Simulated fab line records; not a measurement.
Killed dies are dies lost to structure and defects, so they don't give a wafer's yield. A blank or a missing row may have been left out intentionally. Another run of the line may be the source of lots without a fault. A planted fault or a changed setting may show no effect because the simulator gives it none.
fab line records + flow nandHarc
record:
- lots: 7
- wafers: 21
- lastDay: 23
route steps=1159 shown P_M0@265 END@1159
lots that met no fault: taken from a fault-free run of the same line
startH: start of the lot's first displayed wafer, in hours after the record's first day + waitH: hours since the lot's step before + " repeats the value in the row above + L1.1+2: one row covering several wafers at once + - value missing, or start not given + * or withheld: withheld + < > ~ a bound
route shown NAME@n: NAME is a module with steps in the file, n the number in the route of the first one + usual: the fault-free wafers' mean and standard deviation + same: alike in all rows + chamber/n: place in a boat + sites: each site's reading + _std_site: the standard deviation of these + _edge_site: inner sites' mean taken away from outer sites' mean + radiusMm: how far each site lies from the wafer's centre + mask NAME#n: copy n + behind: the last tool/chamber to shape the wafer + hold: why the lot was held/for how many hours/how that ended + device: the n, p or np transistor that did not switch + end of line: at the end of the route, the tests of the same wafers + step lacking rows: just its recipe + killed: count of dies lost to structure and defects at first sort (not the wafer's yield) + map: a wafer's dies, marking killed ones x, the rest . and places with no die _
set.NAME: the setting that was run; set.NAME@STEP: the one run at that earlier step + model.NAME: the simulator's own value behind a step, which no gauge read
lots at some steps of the route; a table a step, a row a wafer
services: from which hour (startH, from the record's first day; less than 0 if before it) a tool's chamber was out of use, for how many hours, and why
== steps ==
step: NHARC_P_M0_INSPECT_11
usual:
- rawDefectCount: 4.0/2.2
| lot.wafer | tool             | chamber | startH | waitH | rawDefectCount |
|-----------|------------------|---------|--------|-------|----------------|
| L322.1    | defectInspect-01 | -       | 160.31 | 0.0   | 4              |
| L322.3    | "                | -       | "      | "     | 4              |
| L322.6    | "                | -       | "      | "     | 8              |
| L323.2    | defectInspect-02 | -       | 165.16 | 0.0   | 3              |
| L323.3    | "                | -       | "      | "     | 4              |
| L323.5    | "                | -       | "      | "     | 5              |
| L324.1    | defectInspect-02 | -       | 171.55 | 0.0   | 7              |
| L324.5    | "                | -       | "      | "     | 2              |
| L324.6    | "                | -       | "      | "     | 3              |
| L325.3    | defectInspect-01 | -       | 171.93 | 0.0   | 3              |
| L325.4    | "                | -       | "      | "     | 3              |
| L325.6    | "                | -       | "      | "     | 4              |
| L326.3    | defectInspect-02 | -       | 176.34 | 0.1   | 6              |
| L326.5    | "                | -       | "      | "     | 2              |
| L326.6    | "                | -       | "      | "     | 3              |
| L330.3    | defectInspect-02 | -       | 195.25 | 0.0   | 3              |
| L330.5    | "                | -       | "      | "     | 2              |
| L330.6    | "                | -       | "      | "     | 7              |
| L334.2    | defectInspect-01 | -       | 223.15 | 0.0   | 0              |
| L334.5    | "                | -       | "      | "     | 3              |
| L334.6    | "                | -       | "      | "     | 1              |
step: NHARC_P_M0_DESCUM_14
recipe:
- timeS: 3
- o2FlowSccm: 200
- arFlowSccm: 0
- biasPowerW: 0
- chemistry: O2
usual:
- drypumpMotorCurrentA: 6.1/0.37
- oesProductAu: 1.003/0.0088
- rfVppV: 58.0/0.92
- showerheadPlenumPTorr: 1.96/0.087
- throttleValvePct: 11.311/0.0082
| lot.wafer | tool       | chamber | startH | waitH | drypumpMotorCurrentA | oesProductAu | rfHoursCounterH | rfVppV | showerheadPlenumPTorr | throttleValvePct |
|-----------|------------|---------|--------|-------|----------------------|--------------|-----------------|--------|-----------------------|------------------|
| L322.1    | rieDiel-11 | 3       | 160.37 | 0.1   | 6.4                  | 1.006        | 7               | 57.4   | 1.94                  | 11.319           |
| L322.3    | "          | 0       | "      | "     | 5.7                  | 0.994        | 8               | 57.5   | 1.85                  | 11.312           |
| L322.6    | "          | 3       | "      | "     | 6.4                  | 1.008        | -               | 58.5   | 1.94                  | 11.296           |
| L323.3    | rieDiel-02 | 1       | 165.22 | 0.1   | 6.7                  | 1.006        | 0               | 58.0   | 1.94                  | 11.293           |
| L323.2    | "          | 0       | "      | "     | 6.3                  | 1.013        | 0               | 58.8   | 2.07                  | 11.314           |
| L323.5    | "          | 2       | "      | "     | 6.2                  | 1.003        | -               | 58.8   | 1.99                  | 11.308           |
| L324.1    | rieDiel-02 | 1       | 171.61 | 0.1   | 6.7                  | 1.004        | 1               | 57.6   | 1.94                  | 11.315           |
| L324.6    | "          | 1       | "      | "     | 6.7                  | 1.010        | -               | 57.1   | 1.94                  | 11.300           |
| L324.5    | "          | 2       | "      | "     | 6.2                  | 1.016        | -               | 58.2   | 1.99                  | 11.301           |
| L325.4    | rieDiel-02 | 0       | 172.00 | 0.1   | 6.4                  | 1.009        | 1               | 58.8   | 2.07                  | 11.320           |
| L325.3    | "          | 1       | "      | "     | 6.7                  | 1.003        | 1               | 58.7   | 1.94                  | 11.312           |
| L325.6    | "          | 1       | "      | "     | 6.7                  | 1.013        | -               | 57.2   | 1.94                  | 11.304           |
| L326.3    | rieDiel-08 | 0       | 176.40 | 0.1   | 5.7                  | 1.008        | 4               | 57.2   | 1.82                  | 11.329           |
| L326.6    | "          | 0       | "      | "     | 5.7                  | 1.001        | -               | 57.8   | 1.82                  | 11.318           |
| L326.5    | "          | 1       | "      | "     | 6.4                  | 0.993        | -               | 58.3   | 2.05                  | 11.297           |
| L330.3    | rieDiel-02 | 0       | 195.33 | 0.1   | 6.4                  | 1.012        | 3               | 58.8   | 2.07                  | 11.314           |
| L330.6    | "          | 2       | "      | "     | 6.2                  | 1.006        | -               | 56.9   | 1.99                  | 11.326           |
| L330.5    | "          | 3       | "      | "     | 5.7                  | 0.991        | -               | 57.3   | 1.90                  | 11.328           |
| L334.2    | rieDiel-11 | 1       | 223.21 | 0.1   | 5.5                  | 1.004        | 1               | 58.3   | 2.03                  | 11.307           |
| L334.6    | "          | 1       | "      | "     | 5.5                  | 0.993        | -               | 59.8   | 2.03                  | 11.312           |
| L334.5    | "          | 2       | "      | "     | 5.8                  | 1.004        | -               | 57.7   | 1.86                  | 11.310           |
step: NHARC_P_M0_ETCH_34
recipe:
- targetDepthA: 400
- overetchA: 120
- timeS: 43.94
- ionEnergyEv: 200
- n2FlowSccm: 150
- h2FlowSccm: 150
- arFlowSccm: 0
- rfW: 400
- biasW: 150
- chemistry: N2/H2
usual:
- biasW: 150.0/0.45
- drypumpMotorCurrentA: 6.1/0.37
- oesProductAu: 1.001/0.0078
- rfVppV: 431.6/2.7
- showerheadPlenumPTorr: 2.08/0.094
- throttleValvePct: 14.172/0.0096
| lot.wafer | tool       | chamber | startH | waitH | biasW | drypumpMotorCurrentA | oesProductAu | rfHoursCounterH | rfVppV | showerheadPlenumPTorr | throttleValvePct |
|-----------|------------|---------|--------|-------|-------|----------------------|--------------|-----------------|--------|-----------------------|------------------|
| L322.1    | rieDiel-11 | 1       | 160.46 | 0.1   | 150.2 | 5.5                  | 1.015        | 8               | 433.3  | 2.17                  | 14.163           |
| L322.3    | "          | 3       | "      | "     | 150.1 | 6.5                  | 1.005        | 7               | 431.4  | 2.07                  | 14.164           |
| L322.6    | "          | 0       | "      | "     | 150.4 | 5.7                  | 1.003        | -               | 429.6  | 1.97                  | 14.165           |
| L323.2    | rieDiel-02 | 0       | 165.32 | 0.1   | 149.7 | 6.4                  | 1.011        | 0               | 436.5  | 2.21                  | 14.178           |
| L323.3    | "          | 2       | "      | "     | 150.7 | 6.2                  | 1.004        | 0               | 432.5  | 2.13                  | 14.172           |
| L323.5    | "          | 3       | "      | "     | 149.5 | 5.7                  | 0.995        | -               | 429.7  | 2.03                  | 14.164           |
| L324.1    | rieDiel-02 | 1       | 171.71 | 0.1   | 149.8 | 6.7                  | 0.997        | 1               | 430.7  | 2.06                  | 14.162           |
| L324.5    | "          | 3       | "      | "     | 149.6 | 5.7                  | 0.994        | -               | 429.1  | 2.03                  | 14.176           |
| L324.6    | "          | 0       | "      | "     | 149.7 | 6.4                  | 1.004        | -               | 433.8  | 2.21                  | 14.177           |
| L325.4    | rieDiel-02 | 3       | 172.09 | 0.1   | 149.8 | 5.7                  | 0.980        | 1               | 429.3  | 2.03                  | 14.166           |
| L325.3    | "          | 1       | "      | "     | 149.6 | 6.7                  | 1.015        | 1               | 430.1  | 2.06                  | 14.166           |
| L325.6    | "          | 3       | "      | "     | 149.8 | 5.7                  | 0.996        | -               | 429.8  | 2.03                  | 14.192           |
| L326.3    | rieDiel-08 | 1       | 176.49 | 0.1   | 150.7 | 6.3                  | 0.991        | 3               | 434.7  | 2.19                  | 14.176           |
| L326.6    | "          | 0       | "      | "     | 148.9 | 5.6                  | 1.005        | -               | 426.3  | 1.93                  | 14.184           |
| L326.5    | "          | 1       | "      | "     | 149.8 | 6.3                  | 1.003        | -               | 434.1  | 2.19                  | 14.168           |
| L330.3    | rieDiel-02 | 0       | 195.41 | 0.1   | 150.3 | 6.3                  | 1.009        | 3               | 435.8  | 2.21                  | 14.176           |
| L330.6    | "          | 1       | "      | "     | 150.2 | 6.7                  | 1.007        | -               | 431.4  | 2.06                  | 14.202           |
| L330.5    | "          | 2       | "      | "     | 150.5 | 6.2                  | 1.006        | -               | 431.3  | 2.12                  | 14.175           |
| L334.2    | rieDiel-11 | 0       | 223.30 | 0.1   | 150.5 | 5.7                  | 1.000        | 1               | 427.3  | 1.97                  | 14.172           |
| L334.6    | "          | 2       | "      | "     | 149.2 | 5.8                  | 1.001        | -               | 427.6  | 1.98                  | 14.175           |
| L334.5    | "          | 3       | "      | "     | 149.8 | 6.4                  | 1.009        | -               | 431.9  | 2.07                  | 14.175           |
step: NHARC_P_M0_ETCH_15
recipe:
- targetDepthA: 1500
- overetchA: 150
- timeS: 82.5
- c4f8FlowSccm: withheld
- arFlowSccm: 400
- rfW: 600
- biasW: 300
- chemistry: C4F8/Ar
usual:
- biasW: 300.2/0.88
- oesProductAu: 0.959/0.021
- rfVppV: 442.1/2.9
| lot.wafer | tool       | chamber | startH | waitH | biasW | oesProductAu | rfHoursCounterH | rfVppV |
|-----------|------------|---------|--------|-------|-------|--------------|-----------------|--------|
| L322.3    | rieDiel-11 | 3       | -      | -     | 301.7 | 0.934        | 7               | 441.6  |
| L322.1    | "          | 1       | "      | "     | 299.4 | 0.926        | 8               | 445.5  |
| L322.6    | "          | 2       | "      | "     | 300.4 | 0.925        | -               | 440.2  |
| L323.3    | rieDiel-02 | 3       | -      | -     | 298.9 | 0.980        | 0               | 440.1  |
| L323.2    | "          | 0       | "      | "     | 301.3 | 0.988        | 0               | 445.6  |
| L323.5    | "          | 3       | "      | "     | 299.0 | 0.976        | -               | 441.7  |
| L324.1    | rieDiel-02 | 3       | -      | -     | 300.8 | 0.985        | 1               | 440.2  |
| L324.6    | "          | 3       | "      | "     | 299.2 | 0.980        | -               | 440.9  |
| L324.5    | "          | 0       | "      | "     | 300.3 | 0.988        | -               | 445.7  |
| L325.4    | rieDiel-02 | 0       | -      | -     | 300.1 | 0.981        | 1               | 445.7  |
| L325.3    | "          | 2       | "      | "     | 300.8 | 0.991        | 1               | 443.2  |
| L325.6    | "          | 0       | "      | "     | 300.3 | 0.982        | -               | 445.9  |
| L326.3    | rieDiel-08 | 1       | -      | -     | 301.0 | 0.964        | 3               | 443.6  |
| L326.6    | "          | 0       | "      | "     | 301.1 | 0.961        | -               | 437.9  |
| L326.5    | "          | 1       | "      | "     | 301.7 | 0.959        | -               | 445.0  |
| L330.3    | rieDiel-02 | 0       | -      | -     | 300.3 | 0.987        | 3               | 445.3  |
| L330.6    | "          | 0       | "      | "     | 299.6 | 0.992        | -               | 447.2  |
| L330.5    | "          | 1       | "      | "     | 299.2 | 0.977        | -               | 442.4  |
| L334.2    | rieDiel-11 | 3       | -      | -     | 299.5 | 0.933        | 1               | 442.7  |
| L334.6    | "          | 0       | "      | "     | 301.5 | 0.921        | -               | 438.5  |
| L334.5    | "          | 1       | "      | "     | 298.8 | 0.920        | -               | 443.8  |
step: NHARC_P_M0_CD_MEAS_16
usual:
- cdNm: 90.1/0.6
| lot.wafer | tool     | chamber | startH | waitH | cdNm |
|-----------|----------|---------|--------|-------|------|
| L322.1    | cdSem-02 | -       | 160.67 | -     | 91.7 |
| L322.3    | "        | -       | "      | "     | 90.3 |
| L322.6    | "        | -       | "      | "     | 90.7 |
| L323.2    | cdSem-03 | -       | 165.54 | -     | 90.1 |
| L323.3    | "        | -       | "      | "     | 91.1 |
| L323.5    | "        | -       | "      | "     | 90.3 |
| L324.1    | cdSem-02 | -       | 171.91 | -     | 89.5 |
| L324.5    | "        | -       | "      | "     | 90.3 |
| L324.6    | "        | -       | "      | "     | 90.1 |
| L325.3    | cdSem-02 | -       | 172.31 | -     | 89.7 |
| L325.4    | "        | -       | "      | "     | 89.5 |
| L325.6    | "        | -       | "      | "     | 89.0 |
| L326.3    | cdSem-02 | -       | 176.70 | -     | 90.3 |
| L326.5    | "        | -       | "      | "     | 90.9 |
| L326.6    | "        | -       | "      | "     | 90.4 |
| L330.3    | cdSem-01 | -       | 195.61 | -     | 90.3 |
| L330.5    | "        | -       | "      | "     | 89.7 |
| L330.6    | "        | -       | "      | "     | 90.5 |
| L334.2    | cdSem-03 | -       | 223.51 | -     | 90.5 |
| L334.5    | "        | -       | "      | "     | 90.0 |
| L334.6    | "        | -       | "      | "     | 90.5 |
step: NHARC_P_M0_STRIP_18
recipe:
- powerW: 1000
- n2FlowSccm: 150
- h2FlowSccm: 150
- arFlowSccm: 0
- biasW: 0
- chemistry: N2/H2
step: NHARC_P_M0_STRIP_19
recipe:
- timeS: 600
- tempC: 30
- chemistry: postEtchResidueRemover
step: NHARC_P_M0_DEGAS_28
recipe:
- tempC: 250
- timeS: 60
step: NHARC_P_M0_PRE_CLEAN_29
recipe:
- timeS: 30
- tempC: 280
- gas: H2/He
step: NHARC_P_M0_PVD_20
recipe:
- targetThkA: 50
- biasV: 168.6
- powerW: 15000
- chamberPressurePa: 0.12
- timeS: 8.06
- substrateTempC: 50
- material: TaN
usual:
- throttleValvePct: 30.0/0.81
| lot.wafer | tool          | chamber | startH | waitH | throttleValvePct |
|-----------|---------------|---------|--------|-------|------------------|
| L322.3    | pvdSputter-03 | -       | -      | -     | 30.8             |
| L322.1    | "             | -       | "      | "     | 31.6             |
| L322.6    | "             | -       | "      | "     | 30.2             |
| L323.3    | pvdSputter-03 | -       | -      | -     | 30.2             |
| L323.2    | "             | -       | "      | "     | 31.5             |
| L323.5    | "             | -       | "      | "     | 29.9             |
| L324.1    | pvdSputter-03 | -       | -      | -     | 29.7             |
| L324.6    | "             | -       | "      | "     | 31.6             |
| L324.5    | "             | -       | "      | "     | 29.7             |
| L325.3    | pvdSputter-02 | -       | -      | -     | 30.1             |
| L325.4    | "             | -       | "      | "     | 28.1             |
| L325.6    | "             | -       | "      | "     | 30.0             |
| L326.3    | pvdSputter-01 | -       | -      | -     | 30.7             |
| L326.6    | "             | -       | "      | "     | 29.8             |
| L326.5    | "             | -       | "      | "     | 29.3             |
| L330.3    | pvdSputter-03 | -       | -      | -     | 31.3             |
| L330.5    | "             | -       | "      | "     | 31.6             |
| L330.6    | "             | -       | "      | "     | 29.9             |
| L334.2    | pvdSputter-01 | -       | -      | -     | 30.0             |
| L334.6    | "             | -       | "      | "     | 30.6             |
| L334.5    | "             | -       | "      | "     | 29.8             |
step: NHARC_P_M0_PVD_21
recipe:
- targetThkA: 300
- chamberPressurePa: 5
- powerW: 5000
- substrateTempC: 30
- timeS: 20.49
- material: Cu
usual:
- throttleValvePct: 29.9/0.86
| lot.wafer | tool          | chamber | startH | waitH | throttleValvePct |
|-----------|---------------|---------|--------|-------|------------------|
| L322.1    | pvdSputter-03 | -       | -      | -     | 29.8             |
| L322.3    | "             | -       | "      | "     | 31.7             |
| L322.6    | "             | -       | "      | "     | 29.9             |
| L323.3    | pvdSputter-03 | -       | -      | -     | 30.9             |
| L323.2    | "             | -       | "      | "     | 31.6             |
| L323.5    | "             | -       | "      | "     | 29.5             |
| L324.1    | pvdSputter-03 | -       | -      | -     | 29.7             |
| L324.5    | "             | -       | "      | "     | 29.7             |
| L324.6    | "             | -       | "      | "     | 30.2             |
| L325.4    | pvdSputter-02 | -       | -      | -     | 29.8             |
| L325.3    | "             | -       | "      | "     | 30.3             |
| L325.6    | "             | -       | "      | "     | 28.0             |
| L326.3    | pvdSputter-01 | -       | -      | -     | 29.5             |
| L326.6    | "             | -       | "      | "     | 29.2             |
| L326.5    | "             | -       | "      | "     | 29.3             |
| L330.3    | pvdSputter-03 | -       | -      | -     | 30.3             |
| L330.6    | "             | -       | "      | "     | 30.1             |
| L330.5    | "             | -       | "      | "     | 30.4             |
| L334.2    | pvdSputter-01 | -       | -      | -     | 29.7             |
| L334.6    | "             | -       | "      | "     | 30.6             |
| L334.5    | "             | -       | "      | "     | 29.8             |
step: NHARC_P_M0_ECD_22
recipe:
- targetThkA: 4000
- bathTempC: 25
- material: Cu
step: NHARC_P_M0_ANNEAL_30
recipe:
- tempC: 225
- timeS: 90
usual:
- annealTempC: 224.96/0.17
- annealTempCMax: 226.09/0.25
- wafer_temp_C_max: 226.0/0.32
| lot.wafer | tool         | chamber | startH | waitH | annealTempC | annealTempCMax | wafer_temp_C_max |
|-----------|--------------|---------|--------|-------|-------------|----------------|------------------|
| L322.1    | rtpAnneal-02 | 0       | 162.04 | 0.3   | 224.89      | 226.17         | 225.9            |
| L322.3    | "            | 0       | "      | "     | 224.83      | 226.08         | 225.7            |
| L322.6    | "            | 0       | "      | "     | 224.91      | 225.98         | 225.3            |
| L323.2    | rtpAnneal-02 | 0       | 166.94 | -     | 224.95      | 226.12         | 225.9            |
| L323.3    | "            | 0       | "      | "     | 225.18      | 226.47         | 225.6            |
| L323.5    | "            | 0       | "      | "     | 224.90      | 225.89         | 225.8            |
| L324.1    | rtpAnneal-01 | -       | 173.28 | -     | -           | -              | -                |
| L324.5    | "            | -       | "      | "     | -           | -              | -                |
| L324.6    | "            | -       | "      | "     | -           | -              | -                |
| L325.3    | rtpAnneal-02 | -       | 173.77 | -     | -           | -              | -                |
| L325.4    | "            | -       | "      | "     | -           | -              | -                |
| L325.6    | "            | -       | "      | "     | -           | -              | -                |
| L326.3    | rtpAnneal-02 | -       | 178.16 | 0.3   | -           | -              | -                |
| L326.5    | "            | -       | "      | "     | -           | -              | -                |
| L326.6    | "            | -       | "      | "     | -           | -              | -                |
| L330.3    | rtpAnneal-02 | 0       | 197.12 | -     | 225.25      | 226.27         | 226.3            |
| L330.5    | "            | 0       | "      | "     | 224.89      | 225.84         | 226.0            |
| L330.6    | "            | 0       | "      | "     | 224.73      | 226.63         | 226.4            |
| L334.2    | rtpAnneal-01 | 0       | 224.94 | 0.3   | 224.86      | 226.13         | 226.1            |
| L334.5    | "            | 0       | "      | "     | 224.79      | 226.08         | 225.8            |
| L334.6    | "            | 0       | "      | "     | 224.88      | 226.15         | 226.5            |
step: NHARC_P_M0_CMP_23
recipe:
- tOverpolishS: 20
- targetThkNm: 117.53
step: NHARC_END_SORT_01
recipe:
- tempC: 25
usual:
- defectLimitedYield: 95.2/1.4
- killedAtArray: 28/8.9
- killedAtOther: 0.8/1.2
- killedAtPeriphery: 3.3/2.3
- killedDies: 32/9.4
- killedOpen: 3.2/1.8
- killedShort: 1.9/1.4
- sort_bin_2_pct: 1.4/0.56
- sort_bin_3_pct: 0.26/0.21
- sort_bin_4_pct: 3.1/1
- sortNPass: 645/9.4
- sortRimYieldPct: 95.7/2.4
- sortYieldPct: 95.2/1.4
same:
- grossDies: 677
- sort_bin_5_pct[%]: 0
- sort_bin_6_pct[%]: 0
- sort_bin_7_pct[%]: 0
- sort_bin_8_pct[%]: 0
- sortRimNGross: 106.00
| lot.wafer | tool      | chamber | startH | waitH | defectLimitedYield[%] | killedAtArray | killedAtOther | killedAtPeriphery | killedDies | killedOpen | killedShort | sort_bin_2_pct[%] | sort_bin_3_pct[%] | sort_bin_4_pct[%] | sortNPass | sortRimYieldPct[%] | sortYieldPct[%] |
|-----------|-----------|---------|--------|-------|-----------------------|---------------|---------------|-------------------|------------|------------|-------------|-------------------|-------------------|-------------------|-----------|--------------------|-----------------|
| L326.3    | prober-01 | 0       | 504.35 | 3.1   | 88.9                  | 41            | 2             | 32                | 75         | 4          | 4           | 5.8               | 0.59              | 4.7               | 602       | 73.6               | 88.9            |
| L326.5    | prober-01 | 0       | 505.97 | 3.8   | 89.4                  | 46            | 0             | 26                | 72         | 3          | 2           | 6.4               | 0                 | 4.3               | 605       | 73.6               | 89.4            |
| L326.6    | prober-01 | 0       | 506.78 | 4.1   | 91.4                  | 32            | 1             | 25                | 58         | 0          | 2           | 5.2               | 0.44              | 3.0               | 619       | 76.4               | 91.4            |
| L330.3    | prober-01 | 0       | 519.12 | 3.1   | 95.1                  | 31            | 0             | 2                 | 33         | 3          | 2           | 1.0               | 0.59              | 3.2               | 644       | 94.3               | 95.1            |
| L330.5    | prober-01 | 0       | 520.70 | 3.7   | 96.5                  | 23            | 0             | 1                 | 24         | 4          | 1           | 1.0               | 0.30              | 2.2               | 653       | 94.3               | 96.5            |
| L330.6    | prober-01 | 0       | 521.49 | 4.0   | 94.7                  | 33            | 2             | 1                 | 36         | 4          | 2           | 1.3               | 0.30              | 3.7               | 641       | 99.1               | 94.7            |
| L334.2    | prober-01 | 0       | 560.47 | 2.8   | 95.7                  | 27            | 0             | 2                 | 29         | 2          | 2           | 1.2               | 0.15              | 3.0               | 648       | 97.2               | 95.7            |
| L334.5    | prober-01 | 0       | 562.86 | 3.7   | 93.6                  | 39            | 2             | 2                 | 43         | 5          | 1           | 2.4               | 0.15              | 3.8               | 634       | 92.5               | 93.6            |
| L334.6    | prober-01 | 0       | 563.65 | 4.0   | 95.6                  | 28            | 0             | 2                 | 30         | 3          | 2           | 1.3               | 0                 | 3.1               | 647       | 97.2               | 95.6            |
killed by level:class
L326.3 P_M0:areaAnneal=27 A_CHANNEL_HOLE_D1:chamberFilmFlake=14 A_SLIT:chamberFilmFlake=10 A_STAIRCASE:chamberFilmFlake=6 A_CONTACT:geometricParticle:open=4 P_CONTACT:chamberFilmFlake=4 A_ONON_D1:geometricParticle:short=2 A_CONTACT:chamberFilmFlake=2
L326.5 P_M0:areaAnneal=26 A_CHANNEL_HOLE_D1:chamberFilmFlake=18 A_SLIT:chamberFilmFlake=12 A_STAIRCASE:chamberFilmFlake=7 A_CONTACT:chamberFilmFlake=4 A_WL_FILL:geometricParticle:open=2 A_ONON_D1:geometricParticle:short=1 A_STAIRCASE:geometricParticle:open=1
L326.6 P_M0:areaAnneal=25 A_CHANNEL_HOLE_D1:chamberFilmFlake=14 A_SLIT:chamberFilmFlake=10 A_STAIRCASE:chamberFilmFlake=3 A_CHANNEL_FILL_D1:geometricParticle:short=2 A_CONTACT:chamberFilmFlake=2 A_BLC:chamberFilmFlake=1 THIN_TSV:chamberFilmFlake=1
L330.3 A_CHANNEL_HOLE_D1:chamberFilmFlake=18 A_CONTACT:chamberFilmFlake=4 A_STAIRCASE:chamberFilmFlake=3 A_M1:chamberFilmFlake=2 P_CONTACT:geometricParticle:open=1 P_M0:geometricParticle:short=1 A_SOURCE_PLATE:geometricParticle:short=1 A_CONTACT:geometricParticle:open=1
L330.5 A_CHANNEL_HOLE_D1:chamberFilmFlake=12 A_STAIRCASE:chamberFilmFlake=3 A_CONTACT:geometricParticle:open=2 A_WL_FILL:chamberFilmFlake=2 A_CONTACT:chamberFilmFlake=2 P_GATE:geometricParticle:open=1 A_ONON_D1:geometricParticle:open=1 A_CONTACT:geometricParticle:short=1
L330.6 A_CHANNEL_HOLE_D1:chamberFilmFlake=19 A_STAIRCASE:chamberFilmFlake=7 A_CONTACT:chamberFilmFlake=2 P_M0:geometricParticle:open=1 A_ONON_D1:geometricParticle:open=1 A_CHANNEL_FILL_D1:geometricParticle:short=1 A_WL_FILL:geometricParticle:short=1 A_CONTACT:geometricParticle:open=1
L334.2 A_SLIT:chamberFilmFlake=10 A_STAIRCASE:chamberFilmFlake=5 A_CHANNEL_HOLE_D1:chamberFilmFlake=4 A_CONTACT:chamberFilmFlake=3 A_M0:chamberFilmFlake=3 P_CONTACT:geometricParticle:short=1 P_CONTACT:geometricParticle:open=1 A_CHANNEL_HOLE_D1:geometricParticle:short=1
L334.5 A_SLIT:chamberFilmFlake=21 A_CHANNEL_HOLE_D1:chamberFilmFlake=5 A_CONTACT:chamberFilmFlake=4 A_CONTACT:geometricParticle:open=3 A_STAIRCASE:chamberFilmFlake=3 A_M0:chamberFilmFlake=2 P_CONTACT:geometricParticle:open=1 A_CHANNEL_FILL_D1:geometricParticle:open=1
L334.6 A_SLIT:chamberFilmFlake=10 A_STAIRCASE:chamberFilmFlake=7 A_CONTACT:chamberFilmFlake=3 A_M0:chamberFilmFlake=3 P_M0:geometricParticle:open=2 A_WL_FILL:geometricParticle:short=2 A_CHANNEL_HOLE_D1:chamberFilmFlake=2 A_CHANNEL_FILL_D1:geometricParticle:open=1
map L326.3 (x killed, . not)
____________x____________
_________.....x._________
_______...x..xxx.._______
______.x......x.xx.______
_____....x.......xx._____
____x.........x..x..x____
____...........x.....____
___...................___
___...................___
__.....................__
__.....................__
_x...x..........x.....x._
_...x..............x...._
_x..x..................x_
_x.......x.............._
_...............x......._
x...........x........x..x
............x............
.x....x..................
.........................
................x.......x
_...........x..........._
_.x......x.............._
_x..x..x................_
_x......................_
_x......................_
__.x...................__
__............xx.......__
___...........x..x.x..___
___..........x.x.xx...___
____.......x.......x.____
____............xx.x.____
_____..........xxx.._____
______.x.....x..x..______
_______xx........x_______
_________.xxx..._________
____________x____________
map L323.2 (x killed, . not)
____________.____________
_________......._________
_______..........._______
______.............______
_____..........x...._____
____.................____
____..........x......____
___............x......___
___...............x...___
__.....................__
__.....................__
_.......x......x........_
_......................._
_......................._
_.....................x._
_.....................x._
.....x......x............
.........................
.............x......x....
.........x...............
...................x.....
_......................._
_......................._
_......x............x..._
_......................._
_................x...x.._
__.....................__
__.................x...__
___...............x...___
___....x.........x....___
____............x....____
____x.........x..xx..____
_____...........xxxx_____
______...........x.______
_______.......x..x_______
_________......._________
____________.____________
== services ==
| tool          | chamber | startH | hours | kind      |
|---------------|---------|--------|-------|-----------|
| rieDiel-02    | -       | 150.70 | 9.0   | pm        |
| rieDiel-02    | 0       | 150.70 | 9.0   | ventCycle |
| rieDiel-02    | 1       | 150.70 | 9.0   | ventCycle |
| rieDiel-02    | 2       | 150.70 | 9.0   | ventCycle |
| rieDiel-02    | 3       | 150.70 | 9.0   | ventCycle |
| pvdSputter-01 | -       | 158.01 | 10.0  | pm        |
| rieDiel-02    | 0       | 159.70 | -     | clean     |
| rieDiel-02    | 1       | 159.70 | -     | clean     |
| rieDiel-02    | 2       | 159.70 | -     | clean     |
| rieDiel-02    | 3       | 159.70 | -     | clean     |
| rieDiel-11    | 1       | 177.06 | 3.2   | repair    |
| rieDiel-02    | 0       | 184.20 | -     | clean     |
| rieDiel-02    | 1       | 184.20 | -     | clean     |
| rieDiel-02    | 2       | 184.20 | -     | clean     |
| rieDiel-02    | 3       | 184.20 | -     | clean     |
| rieDiel-08    | 0       | 189.05 | 6.7   | repair    |
| rieDiel-11    | -       | 189.50 | 9.0   | pm        |
| rieDiel-08    | 1       | 197.49 | 1.6   | repair    |
| rieDiel-11    | 1       | 199.61 | 6.7   | repair    |
| rieDiel-02    | 1       | 202.69 | 7.0   | repair    |
| rieDiel-02    | 0       | 208.70 | -     | clean     |
| rieDiel-02    | 2       | 208.70 | -     | clean     |
| rieDiel-02    | 3       | 208.70 | -     | clean     |
| pvdSputter-02 | -       | 214.00 | 10.0  | pm        |
== key ==
firstSign:
- step: NHARC_P_M0_ANNEAL_30
- reading: toolRecord
- direction: missing
effect:
- step: NHARC_END_SORT_01
- reading: killedAtPeriphery
- direction: up
- sigmas: 11
- usual: 3.3
- struck: 27.7
metAt NHARC_P_M0_ANNEAL_30
struckWafers L324.1,L324.5,L324.6,L325.3,L325.4,L325.6,L326.3,L326.5,L326.6
sortLeftOut L324.1,L324.5,L324.6,L325.3,L325.4,L325.6
onsetBetween 166.94 173.28
fault:
- kind: skippedStepWhole
- tool: rtpAnneal-01,rtpAnneal-02
- chamber: -
- onsetH: 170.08
- steps: NHARC_P_M0_ANNEAL_30
- scope: struckLotsOnly
sortLeftOut: the simulated sort isn't trusted on such a fault, so these wafers' sort isn't shown, and their yield isn't known
